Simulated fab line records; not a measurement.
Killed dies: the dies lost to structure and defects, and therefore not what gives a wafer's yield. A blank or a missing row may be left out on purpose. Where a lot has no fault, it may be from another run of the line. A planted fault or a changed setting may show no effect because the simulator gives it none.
A lot that was struck, set against a sound lot | flow nand harc | 12 out of 1159 route steps
Sound: these wafers, L502.2, L502.4, L502.5. The struck wafers were L510.3, L510.6. The cause is given at the end.
Per side, at each step with rows, come the tool, then ch with its chambers, and then its first start. Under that, the readings that differ: sound wafers | struck wafers | difference of the means | sigmas: that difference in standard deviations of wafers without a fault.
alike: a reading whose means differ by less than 2 such deviations, as well as words and numbers matching on both sides. not compared: withheld readings; readings where some wafer has no value; bounds like >300 that might hide an equal value; numbers whose values overlap and for which the record gives no deviation.
The two part at a step that has a row with sigmas, a row that says differs or no value, or rows on one side only. Numbers that have no deviation but don't overlap get no sigmas and don't part them. A reading missing from all wafers of one side parts the sides only when that side holds two or more wafers.

first, 1 step without rows for these wafers: NHARC_A_SLIT_SRD_20.
NHARC_A_SLIT_CD_MEAS_21:
  struck on cd sem-01, day 17 04:22; sound on cd sem-01, day 15 10:44
  alike: cd nm
then, 3 steps without rows for these wafers: NHARC_A_SIN_REMOVE_WET_00 (chemistry H3PO4, time 15300 s); NHARC_A_SIN_REMOVE_PRECLEAN_01 (cleans in SC1); NHARC_A_SIN_REMOVE_SRD_02.
NHARC_A_SIN_REMOVE_INSPECT_04:
  struck on defect inspect-02, day 17 10:19; sound on defect inspect-01, day 15 16:41
  alike: raw defect count
NHARC_A_WL_FILL_ALD_00: deposits Al2O3, target thk 3 nm, pulse time 3 s, ald cycles 30.
  sound on ald hk-03 ch 0,1, day 15 16:58; struck on ald hk-03 ch 0,2, day 17 10:28
  alike: heater power w, precursor pulse height rel
  not compared: since wet clean h
NHARC_A_WL_FILL_RTA_01: time 5 s.
  sound on rtp anneal-02 ch 0, day 15 17:20; struck on rtp anneal-02 ch 0, day 17 10:52
  alike: lamp power pct, lamp_zone_7_pct, wafer_temp_C_max
NHARC_A_WL_FILL_ALD_02: deposits TiN, target thk 2 nm, pulse time 3 s, ald cycles 100.
  sound on ald metal-02 ch 0,2,3, day 15 17:31; struck on ald metal-02 ch 0,1, day 17 11:08
  alike: heater power w, precursor pulse height rel
  not compared: since wet clean h
NHARC_A_WL_FILL_CVD_03: deposits W, target thk 40 nm, time 3302 s.
  sound on cvd w-02 ch 0,1, day 15 17:58; struck on cvd w-02 ch 0,1, day 17 21:25
  alike: heater power w, mfc wf6 sccm, throttle valve pct
  not compared: since wet clean h
NHARC_A_WL_FILL_ETCHBACK_04: etches the open film in NF3, target depth 60 nm, time 120 s.
  sound on rie metal-03 ch 0,1, day 15 21:19; struck on rie metal-03 ch 1, day 17 23:54
  reading          | sound             | struck      | difference | sigmas
  run length s (s) | 140.9 141.2 141.8 | 111.2 111.2 | -30.1      | -81
  alike: drypump motor current A, oes product au
  not compared: rf hours counter h
NHARC_A_WL_FILL_ETCHBACK_05: etches the open film in Cl2/BCl3, target depth 22 nm, time 60 s.
  sound on rie metal-03 ch 0,1, day 15 21:33; struck on rie metal-03 ch 1, day 18 00:05
  alike: drypump motor current A, oes product au, run length s
  not compared: rf hours counter h

WHERE THEY PART
At NHARC_A_WL_FILL_ETCHBACK_04 and nowhere else, as far as this record goes. Later steps at which nothing parts them and some readings are alike: NHARC_A_WL_FILL_ETCHBACK_05.

WHY: the cause the simulator had injected
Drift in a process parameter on rie metal-03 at NHARC_A_WL_FILL_ETCHBACK_04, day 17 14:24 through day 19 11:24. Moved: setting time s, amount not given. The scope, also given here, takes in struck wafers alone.
